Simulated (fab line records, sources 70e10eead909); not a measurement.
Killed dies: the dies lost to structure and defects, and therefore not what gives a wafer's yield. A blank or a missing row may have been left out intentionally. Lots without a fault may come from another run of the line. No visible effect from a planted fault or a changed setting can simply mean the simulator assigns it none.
fab line records    flow nand_harc
record: lots: 13  wafers: 39  last_day: 24
route steps=1159 shown A_CONTACT@942 HYBRID_BOND@1094 THIN_TSV@1129 END@1159
lots untouched by any fault: they come from a run of this same line in which no faults occurred
start_h: hours from the record's first day to the start of the lot's first wafer shown    wait_h: time in hours since the lot's previous step    " as in the row above    L1.1+2: a single row standing in for several wafers    - no value present, or no start provided    * or withheld: withheld    < > ~ a bound
route shown NAME@n: names a module that has steps shown in the file, with the first one's number in the route    usual: the fault-free wafers' mean and standard deviation    same: alike in all rows    chamber/n: place in a boat    sites: readings site by site    _std_site: how widely they spread, as a standard deviation    _edge_site: mean of outer sites minus mean of inner sites    radius_mm: how far each site lies from the wafer's centre    mask NAME#n: copy n    behind: tool/chamber where the wafer was last shaped    hold: the reason the lot was held/the length of the hold in hours/how it ended    device: transistor that didn't switch, given as n, p or np    end of line: tests run on the same wafers once the route is complete    a step given without rows: its recipe and nothing more    killed: dies that structure and defects cost at the first sort, which is not the same as the wafer's yield    map: per-die view of a wafer (x killed, . not killed, _ where there is no die)
set.NAME: the run value of the setting; set.NAME@STEP: its run value at that earlier step    model.NAME: the simulator's own value behind a step, which no gauge read
the route's steps for a sample of lots (tables are steps, rows are wafers)
services: the hour from which a tool's chamber was out of use, counted from the record's first day as start_h (under 0 if before that day), plus the number of hours and why
== steps ==
step: NHARC_A_CONTACT_ETCH_31
recipe: target_depth_a: 20000  over_etch_frac: 0.3  time_s: 520  ion_energy_ev: 150  o2_flow_sccm: 400  cos_flow_sccm: 20  ar_flow_sccm: 0  rf_w: 500  bias_w: 300  chemistry: O2/COS
usual: drypump_motor_current_A: 6.0/0.49  oes_product_au: 1.000/0.012  rf_vpp_V: 313.3/2.2  showerhead_plenum_p_Torr: 3.06/0.14  throttle_valve_pct: 28.330/0.0098
lot.wafer  tool         chamber  start_h  wait_h  drypump_motor_current_A  oes_product_au  rf_hours_counter_h  rf_vpp_V  showerhead_plenum_p_Torr  throttle_valve_pct
L150.3     rie_diel-08  2        389.20   -       6.0                      1.005           30                  318.1     3.36                      28.337
L150.1     "            3        "        "       6.0                      0.996           30                  312.0     3.05                      28.323
L150.6     "            2        "        "       6.0                      0.996           -                   317.3     3.36                      28.326
L153.4     rie_diel-12  3        397.36   -       6.3                      1.012           2                   310.7     2.91                      28.335
L153.1     "            0        "        "       6.7                      1.000           2                   314.4     3.08                      28.345
L153.5     "            0        "        "       6.7                      1.005           -                   313.5     3.08                      28.327
L151.4     rie_diel-05  3        406.79   -       4.8                      1.007           22                  311.8     3.01                      28.344
L151.3     "            0        "        "       5.9                      0.987           19                  311.5     2.92                      28.333
L151.2     "            1        "        "       6.0                      1.033           20                  312.0     2.99                      28.322
L155.2     rie_diel-05  0        412.20   -       5.9                      0.973           21                  312.1     2.92                      28.333
L155.4     "            2        "        "       6.3                      0.989           24                  315.9     3.33                      28.327
L155.5     "            0        "        "       5.9                      0.994           -                   311.4     2.91                      28.328
L156.2     rie_diel-05  1        424.68   -       6.0                      1.021           26                  312.7     2.99                      28.337
L156.5     "            2        "        "       6.3                      1.000           -                   316.8     3.33                      28.324
L156.6     "            3        "        "       4.8                      1.001           -                   312.3     3.01                      28.342
L159.1     rie_diel-05  0        437.41   -       5.9                      0.975           30                  312.5     2.91                      28.334
L159.5     "            1        "        "       6.0                      1.019           -                   314.0     2.99                      28.332
L159.6     "            2        "        "       6.4                      0.988           -                   316.7     3.33                      28.326
L157.1     rie_diel-12  3        439.09   -       6.3                      1.020           8                   311.1     2.91                      28.325
L157.4     "            0        "        "       6.6                      1.000           9                   312.9     3.08                      28.334
L157.5     "            2        "        "       5.4                      0.992           -                   313.7     3.13                      28.333
L158.3     rie_diel-05  2        445.90   -       6.4                      1.003           35                  316.7     3.32                      28.324
L158.1     "            0        "        "       5.9                      0.991           32                  310.7     2.91                      28.321
L158.5     "            0        "        "       5.8                      0.979           -                   310.5     2.91                      28.339
L160.3     rie_diel-08  2        457.47   -       6.1                      0.999           55                  317.2     3.34                      28.346
L160.1     "            3        "        "       6.0                      0.989           54                  312.7     3.04                      28.311
L160.5     "            0        "        "       5.9                      0.996           -                   311.1     2.91                      28.338
L166.1     rie_diel-05  2        477.04   -       6.4                      1.000           45                  316.6     3.32                      28.335
L166.3     "            0        "        "       5.9                      0.991           38                  310.4     2.91                      28.354
L166.6     "            2        "        "       6.4                      0.999           -                   316.8     3.32                      28.328
L169.3     rie_diel-05  1        493.50   -       6.0                      1.025           46                  311.1     2.98                      28.338
L169.1     "            3        "        "       4.8                      0.992           52                  312.4     3.00                      28.343
L169.6     "            1        "        "       6.0                      1.013           -                   311.4     2.98                      28.329
L171.1     rie_diel-12  3        505.33   -       6.3                      1.003           23                  312.2     2.90                      28.317
L171.2     "            1        "        "       5.9                      1.003           19                  313.2     3.05                      28.328
L171.5     "            0        "        "       6.6                      0.987           -                   312.6     3.07                      28.340
L172.1     rie_diel-08  1        525.60   -       6.5                      0.997           18                  310.7     2.90                      28.326
L172.2     "            2        "        "       6.0                      1.003           18                  318.0     3.33                      28.318
L172.5     "            1        "        "       6.5                      1.007           -                   309.6     2.90                      28.337
step: NHARC_HYBRID_BOND_ACTIVATE_00
recipe: time_s: 60  n2_flow_sccm: 200  ar_flow_sccm: 0  bias_power_w: 0  chemistry: N2
usual: drypump_motor_current_A: 6.0/0.33  oes_product_au: 1.002/0.01  rf_vpp_V: 63.9/0.92  showerhead_plenum_p_Torr: 1.72/0.094
lot.wafer  tool         chamber  start_h  wait_h  drypump_motor_current_A  oes_product_au  rf_hours_counter_h  rf_vpp_V  showerhead_plenum_p_Torr
L150.3     rie_diel-13  1        413.76   0.1     6.2                      0.993           10                  64.3      1.89
L150.1     "            2        "        "       6.5                      0.989           10                  63.0      1.65
L150.6     "            3        "        "       5.9                      1.015           -                   63.8      1.72
L153.1     rie_diel-13  0        418.91   0.1     6.0                      0.998           11                  63.6      1.63
L153.4     "            2        "        "       6.5                      0.993           10                  64.5      1.65
L153.5     "            1        "        "       6.3                      0.990           -                   64.1      1.89
L151.4     rie_diel-13  1        427.93   0.1     6.2                      1.002           11                  64.2      1.89
L151.2     "            2        "        "       6.4                      1.002           11                  63.6      1.65
L151.3     "            3        "        "       5.9                      1.014           12                  64.7      1.72
L155.4     rie_diel-13  2        433.65   0.1     6.4                      0.986           12                  63.6      1.65
L155.2     "            3        "        "       5.9                      1.006           12                  63.7      1.72
L155.5     "            2        "        "       6.4                      0.995           -                   64.4      1.65
L156.2     rie_diel-02  1        454.18   0.6     5.7                      1.000           44                  64.1      1.77
L156.5     "            1        "        "       5.7                      1.005           -                   64.9      1.77
L156.6     "            2        "        "       5.7                      1.022           -                   62.8      1.66
L159.1     rie_diel-02  2        457.85   0.1     5.7                      1.024           44                  64.0      1.66
L159.5     "            2        "        "       5.7                      1.011           -                   63.1      1.66
L159.6     "            1        "        "       5.7                      0.998           -                   64.1      1.77
L157.1     rie_diel-13  0        466.10   0.1     6.0                      1.004           0                   63.5      1.63
L157.4     "            1        "        "       6.2                      0.998           0                   65.7      1.89
L157.5     "            1        "        "       6.2                      1.006           -                   65.8      1.89
L158.1     rie_diel-13  1        472.96   0.1     6.2                      1.006           1                   65.2      1.89
L158.3     "            3        "        "       5.9                      0.998           1                   63.5      1.72
L158.5     "            3        "        "       5.9                      0.996           -                   62.8      1.72
L160.1     rie_diel-05  3        478.64   0.1     4.8                      0.994           46                  63.1      1.69
L160.3     "            1        "        "       6.0                      1.026           38                  63.3      1.68
L160.5     "            3        "        "       4.8                      0.989           -                   63.7      1.69
L166.1     rie_diel-13  0        510.13   0.1     6.0                      1.014           5                   63.9      1.63
L166.3     "            3        "        "       5.9                      1.001           5                   62.8      1.72
L166.6     "            0        "        "       6.0                      1.013           -                   63.1      1.63
L169.1     rie_diel-13  0        515.50   0.1     6.0                      1.008           6                   62.8      1.63
L169.3     "            1        "        "       6.2                      1.006           6                   65.0      1.89
L169.6     "            0        "        "       6.0                      1.007           -                   62.7      1.63
L171.1     rie_diel-13  0        532.95   0.1     6.0                      0.997           8                   62.7      1.63
L171.2     "            2        "        "       6.4                      0.992           7                   64.5      1.65
L171.5     "            0        "        "       6.0                      1.005           -                   62.8      1.63
L172.1     rie_diel-13  2        546.64   0.1     6.5                      0.999           7                   62.5      1.65
L172.2     "            3        "        "       5.9                      0.989           8                   64.4      1.72
L172.5     "            3        "        "       5.9                      0.984           -                   64.8      1.72
step: NHARC_THIN_TSV_PVD_19
recipe: target_thk_a: 200  chamber_pressure_pa: 5  material: TaN
usual: throttle_valve_pct: 29.8/0.96
lot.wafer  tool            chamber  start_h  wait_h  throttle_valve_pct
L150.1     pvd_sputter-02  -        -        -       29.8
L150.3     "               -        "        "       29.6
L150.6     "               -        "        "       28.9
L153.1     pvd_sputter-03  -        -        -       28.6
L153.4     "               -        "        "       30.6
L153.5     "               -        "        "       30.6
L151.4     pvd_sputter-01  -        -        -       30.8
L151.2     "               -        "        "       29.7
L151.3     "               -        "        "       32.2
L155.4     pvd_sputter-02  -        -        -       28.3
L155.2     "               -        "        "       29.0
L155.5     "               -        "        "       28.5
L156.2     pvd_sputter-02  -        -        -       28.4
L156.5     "               -        "        "       28.5
L156.6     "               -        "        "       29.6
L159.1     pvd_sputter-03  -        -        -       30.1
L159.6     "               -        "        "       31.1
L159.5     "               -        "        "       30.1
L157.1     pvd_sputter-03  -        -        -       29.3
L157.4     "               -        "        "       31.0
L157.5     "               -        "        "       29.1
L158.1     pvd_sputter-03  -        -        -       30.9
L158.3     "               -        "        "       29.3
L158.5     "               -        "        "       31.2
L160.3     pvd_sputter-03  -        -        -       30.3
L160.1     "               -        "        "       31.0
L160.5     "               -        "        "       30.2
L166.3     pvd_sputter-02  -        -        -       28.8
L166.1     "               -        "        "       28.5
L166.6     "               -        "        "       30.0
L169.3     pvd_sputter-01  -        -        -       30.4
L169.1     "               -        "        "       31.0
L169.6     "               -        "        "       30.2
L171.2     pvd_sputter-02  -        -        -       29.6
L171.1     "               -        "        "       29.6
L171.5     "               -        "        "       28.9
L172.2     pvd_sputter-01  -        -        -       31.1
L172.1     "               -        "        "       31.0
L172.5     "               -        "        "       31.1
step: NHARC_THIN_TSV_CMP_21
recipe: t_overpolish_s: 30  target_thk_nm: 2000
usual: motor_current_A: 12.0/1.3  overpolish_run_s: 30.000/0.01
lot.wafer  tool    chamber  start_h  wait_h  motor_current_A  overpolish_run_s
L150.3     cmp-01  0        431.95   -       13.0             30.001
L150.1     "       3        "        "       11.8             29.984
L150.6     "       0        "        "       11.9             29.990
L153.1     cmp-01  3        434.35   -       11.4             29.993
L153.4     "       0        "        "       12.5             29.989
L153.5     "       2        "        "       10.3             30.015
L151.4     cmp-04  3        445.48   -       11.5             29.988
L151.2     "       0        "        "       13.5             30.002
L151.3     "       2        "        "       13.8             30.009
L155.4     cmp-04  1        452.53   -       11.9             30.012
L155.2     "       2        "        "       13.2             30.000
L155.5     "       0        "        "       13.3             29.994
L156.2     cmp-04  2        471.04   -       13.3             30.012
L156.6     "       0        "        "       13.9             30.015
L156.5     "       1        "        "       11.5             29.994
L159.1     cmp-03  3        475.28   -       14.8             29.979
L159.6     "       2        "        "       12.6             30.004
L159.5     "       3        "        "       15.5             30.000
L157.1     cmp-01  0        485.63   -       12.3             30.017
L157.4     "       2        "        "       10.2             30.005
L157.5     "       0        "        "       12.6             30.006
L158.1     cmp-01  2        489.94   -       10.8             30.015
L158.3     "       3        "        "       11.1             30.017
L158.5     "       1        "        "       11.8             29.999
L160.3     cmp-01  3        496.53   -       11.5             30.006
L160.1     "       1        "        "       11.4             30.008
L160.5     "       3        "        "       11.4             30.014
L166.3     cmp-03  2        528.63   -       12.1             30.007
L166.1     "       0        "        "       10.3             29.991
L166.6     "       2        "        "       12.2             30.001
L169.3     cmp-03  1        537.51   -       11.2             30.006
L169.1     "       2        "        "       12.5             29.977
L169.6     "       3        "        "       14.8             30.006
L171.1     cmp-01  2        551.12   -       10.2             30.007
L171.2     "       3        "        "       10.6             29.992
L171.5     "       0        "        "       12.3             30.000
L172.1     cmp-03  0        563.64   -       10.3             29.992
L172.2     "       1        "        "       11.4             30.005
L172.5     "       3        "        "       15.0             29.995
step: NHARC_END_SORT_01
recipe: temp_c: 25
usual: killed_at_array: 29/10  killed_at_other: 0.7/1  killed_at_periphery: 3.7/2.6  killed_dies: 33/10  killed_open: 3.4/1.8  killed_short: 1.8/1.3
same: gross_dies: 677
lot.wafer  tool       chamber  start_h  wait_h  killed_at_array  killed_at_other  killed_at_periphery  killed_dies  killed_open  killed_short
L157.1     prober-01  0        496.14   2.5     31               0                6                    37           4            1
L157.4     prober-01  0        498.56   3.4     35               0                3                    38           4            2
L157.5     prober-01  0        499.37   3.7     26               1                4                    31           1            3
L166.1     prober-02  0        543.72   2.5     131              3                1                    135          4            1
L166.3     prober-02  0        545.30   3.1     105              1                2                    108          2            1
L166.6     prober-02  0        547.67   4.0     140              2                1                    143          2            1
L169.1     prober-01  0        551.51   2.5     111              0                7                    118          2            3
L169.3     prober-01  0        553.11   3.1     113              1                2                    116          1            1
L169.6     prober-01  0        555.50   4.0     120              0                3                    123          3            3
killed by level:class
L157.1 A_CHANNEL_HOLE_D1:chamber_film_flake=22 A_STAIRCASE:chamber_film_flake=4 P_ZERO_WELL:chamber_film_flake=3 A_CONTACT:chamber_film_flake=2 P_GATE:geometric_particle:open=1 P_CONTACT:geometric_particle:open=1 A_SGD_CUT:geometric_particle:short=1 A_CONTACT:geometric_particle:open=1
L157.4 A_CHANNEL_HOLE_D1:chamber_film_flake=26 A_STAIRCASE:chamber_film_flake=3 P_ZERO_WELL:chamber_film_flake=2 P_M0:geometric_particle:open=1 A_ONON_D1:geometric_particle:short=1 A_STAIRCASE:geometric_particle:open=1 A_SGD_CUT:geometric_particle:open=1 A_WL_FILL:geometric_particle:short=1
L157.5 A_CHANNEL_HOLE_D1:chamber_film_flake=15 A_STAIRCASE:chamber_film_flake=5 A_SGD_CUT:geometric_particle:short=2 P_ZERO_WELL:chamber_film_flake=2 A_SLIT:chamber_film_flake=2 P_CONTACT:geometric_particle:short=1 A_BLC:geometric_particle:open=1 P_GATE:chamber_film_flake=1
L166.1 A_CONTACT:unspecified=88 A_CHANNEL_HOLE_D1:chamber_film_flake=17 A_SLIT:chamber_film_flake=13 A_CONTACT:chamber_film_flake=6 STARTING-WAFER:geometric_particle:open=3 A_STAIRCASE:chamber_film_flake=3 A_SGD_CUT:chamber_film_flake=2 P_M2:geometric_particle:short=1
L166.3 A_CONTACT:unspecified=56 A_CHANNEL_HOLE_D1:chamber_film_flake=21 A_SLIT:chamber_film_flake=14 A_CONTACT:chamber_film_flake=6 A_SGD_CUT:chamber_film_flake=5 P_M2:geometric_particle:short=1 A_ONON_D1:geometric_particle:open=1 A_WL_FILL:geometric_particle:open=1
L166.6 A_CONTACT:unspecified=86 A_CHANNEL_HOLE_D1:chamber_film_flake=22 A_SLIT:chamber_film_flake=12 A_CONTACT:chamber_film_flake=6 A_STAIRCASE:chamber_film_flake=5 A_SGD_CUT:chamber_film_flake=5 A_WL_FILL:chamber_film_flake=2 HYBRID_BOND:latent=2
L169.1 A_CONTACT:unspecified=79 A_CHANNEL_HOLE_D1:chamber_film_flake=16 A_CONTACT:chamber_film_flake=6 A_STAIRCASE:chamber_film_flake=4 P_STI:chamber_film_flake=2 P_GATE:chamber_film_flake=2 A_SLIT:chamber_film_flake=2 P_M0:geometric_particle:short=1
L169.3 A_CONTACT:unspecified=86 A_CHANNEL_HOLE_D1:chamber_film_flake=15 A_CONTACT:chamber_film_flake=9 A_STAIRCASE:chamber_film_flake=3 P_CONTACT:geometric_particle:open=1 STARTING-WAFER:geometric_particle:short=1 P_STI:chamber_film_flake=1
L169.6 A_CONTACT:unspecified=84 A_CHANNEL_HOLE_D1:chamber_film_flake=21 A_CONTACT:chamber_film_flake=7 A_STAIRCASE:chamber_film_flake=3 A_CONTACT:geometric_particle:open=2 P_M0:geometric_particle:open=1 P_CONTACT:chamber_film_flake=1 A_SGD_CUT:geometric_particle:short=1
== services ==
tool            chamber  start_h  hours  kind
rie_diel-12     3        367.26   4.9    repair
cmp-01          -        375.64   4.0    pm
cmp-03          -        378.68   0.8    repair
rie_diel-12     -        379.64   9.0    pm
pvd_sputter-02  -        392.00   10.0   pm
rie_diel-08     1        393.69   15.0   repair
cmp-04          -        399.00   4.0    pm
rie_diel-05     1        439.54   9.8    repair
cmp-03          -        450.00   4.0    pm
rie_diel-05     0        452.51   7.6    repair
rie_diel-05     -        452.60   2.0    repair
rie_diel-13     -        453.00   9.0    pm
pvd_sputter-03  -        458.00   10.0   pm
cmp-03          -        462.05   1.0    repair
rie_diel-13     2        470.62   8.9    repair
cmp-01          -        473.64   4.0    pm
cmp-01          -        478.19   0.7    repair
cmp-03          -        487.95   0.3    repair
rie_diel-05     3        508.06   6.2    repair
cmp-03          -        514.26   0.5    repair
rie_diel-05     -        517.75   9.0    pm
rie_diel-05     2        544.49   8.8    repair
cmp-03          -        548.00   4.0    pm
cmp-01          -        552.33   3.2    repair
== key ==
first_sign: step: NHARC_END_SORT_01  reading: killed_at_array  direction: up  sigmas: 9.2  usual: 29  struck: 120
effect: step: NHARC_END_SORT_01  reading: killed_dies  direction: up  sigmas: 8.9  usual: 33  struck: 124
more_kills_born_at: NHARC_A_CONTACT_ETCH_31@rie_diel-05: 470
met_at NHARC_A_CONTACT_ETCH_31
struck_lots L166,L169
tester_left_out L166,L169
not_acting_at NHARC_HYBRID_BOND_ACTIVATE_00,NHARC_THIN_TSV_PVD_19,NHARC_THIN_TSV_CMP_21
onset_between 445.90 477.04
fault: kind: chamber_particle_source  tool: rie_diel-05  chamber: -  onset_h: 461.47  steps: NHARC_A_CONTACT_ETCH_31  rate_per_visit_cm2: 0.77846  end_h: 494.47
tester_left_out: of these lots the tester's yield and bins aren't shown, on N5 and GAA mostly nor the transistor test; their killed dies are dies lost to structure and defects alone, not to doping, threshold or leakage, so they don't give the yield
